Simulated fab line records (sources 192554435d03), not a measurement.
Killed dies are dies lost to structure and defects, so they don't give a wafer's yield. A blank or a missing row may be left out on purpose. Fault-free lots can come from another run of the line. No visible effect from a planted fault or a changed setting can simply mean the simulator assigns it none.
Chamber matching || flow n5Finfet || N5_BEOL_M11_DESCUM_33 on rieDiel-01: 4 sister chambers
The step chemistry O2, time 7.9 s. 8 wafers are shown with their chamber, then 8 later ones without.

WAFERS, EACH WITH ITS CHAMBER
{"wafer": "L077.2", "chamber": 3, "drypumpMotorCurrentA (A)": 6.0, "showerheadPlenumPTorr (Torr)": 2.09}
{"wafer": "L080.2", "chamber": 0, "drypumpMotorCurrentA (A)": 6.1, "showerheadPlenumPTorr (Torr)": 2.16}
{"wafer": "L080.6", "chamber": 2, "drypumpMotorCurrentA (A)": 5.2, "showerheadPlenumPTorr (Torr)": 2.03}
{"wafer": "L084.3", "chamber": 0, "drypumpMotorCurrentA (A)": 6.1, "showerheadPlenumPTorr (Torr)": 2.16}
{"wafer": "L091.2", "chamber": 1, "drypumpMotorCurrentA (A)": 6.3, "showerheadPlenumPTorr (Torr)": 2.01}
{"wafer": "L091.3", "chamber": 3, "drypumpMotorCurrentA (A)": 6.0, "showerheadPlenumPTorr (Torr)": 2.08}
{"wafer": "L091.6", "chamber": 2, "drypumpMotorCurrentA (A)": 5.1, "showerheadPlenumPTorr (Torr)": 2.02}
{"wafer": "L092.1", "chamber": 1, "drypumpMotorCurrentA (A)": 6.3, "showerheadPlenumPTorr (Torr)": 2.00}

WAFERS WHOSE CHAMBER IS MISSING
{"wafer": "L092.2", "drypumpMotorCurrentA (A)": 6.0, "showerheadPlenumPTorr (Torr)": 2.07}
{"wafer": "L092.5", "drypumpMotorCurrentA (A)": 6.1, "showerheadPlenumPTorr (Torr)": 2.15}
{"wafer": "L097.1", "drypumpMotorCurrentA (A)": 6.0, "showerheadPlenumPTorr (Torr)": 2.15}
{"wafer": "L097.4", "drypumpMotorCurrentA (A)": 6.3, "showerheadPlenumPTorr (Torr)": 2.00}
{"wafer": "L097.6", "drypumpMotorCurrentA (A)": 6.1, "showerheadPlenumPTorr (Torr)": 2.15}
{"wafer": "L096.2", "drypumpMotorCurrentA (A)": 6.0, "showerheadPlenumPTorr (Torr)": 2.07}
{"wafer": "L096.5", "drypumpMotorCurrentA (A)": 5.1, "showerheadPlenumPTorr (Torr)": 2.02}
{"wafer": "L096.6", "drypumpMotorCurrentA (A)": 6.0, "showerheadPlenumPTorr (Torr)": 2.07}

EACH ONE'S CHAMBER
{"wafer": "L092.2", "from the rows above": 3, "in truth": 3}
{"wafer": "L092.5", "from the rows above": 0, "in truth": 0}
{"wafer": "L097.1", "from the rows above": 0, "in truth": 0}
{"wafer": "L097.4", "from the rows above": 1, "in truth": 1}
{"wafer": "L097.6", "from the rows above": 0, "in truth": 0}
{"wafer": "L096.2", "from the rows above": 3, "in truth": 3}
{"wafer": "L096.5", "from the rows above": 2, "in truth": 2}
{"wafer": "L096.6", "from the rows above": 3, "in truth": 3}
Correct placement for 8 of the 8. Left unplaced by these rows: 0. 0 placed wrongly.
How it was worked out, from the rows above alone: a wafer's distance from a chamber is the root of the sum, over the readings, of the square of ((its reading less the chamber's mean) divided by the reading's scatter). The wafer belongs to the nearest chamber; if the next one is less than 2 further off, it can't be placed. Each chamber's mean is taken over the wafers shown for it. How the scatter is found: for the shown wafers, subtract from each reading the mean of its chamber, square and add these, divide the total by (wafers less chambers), then take the root.
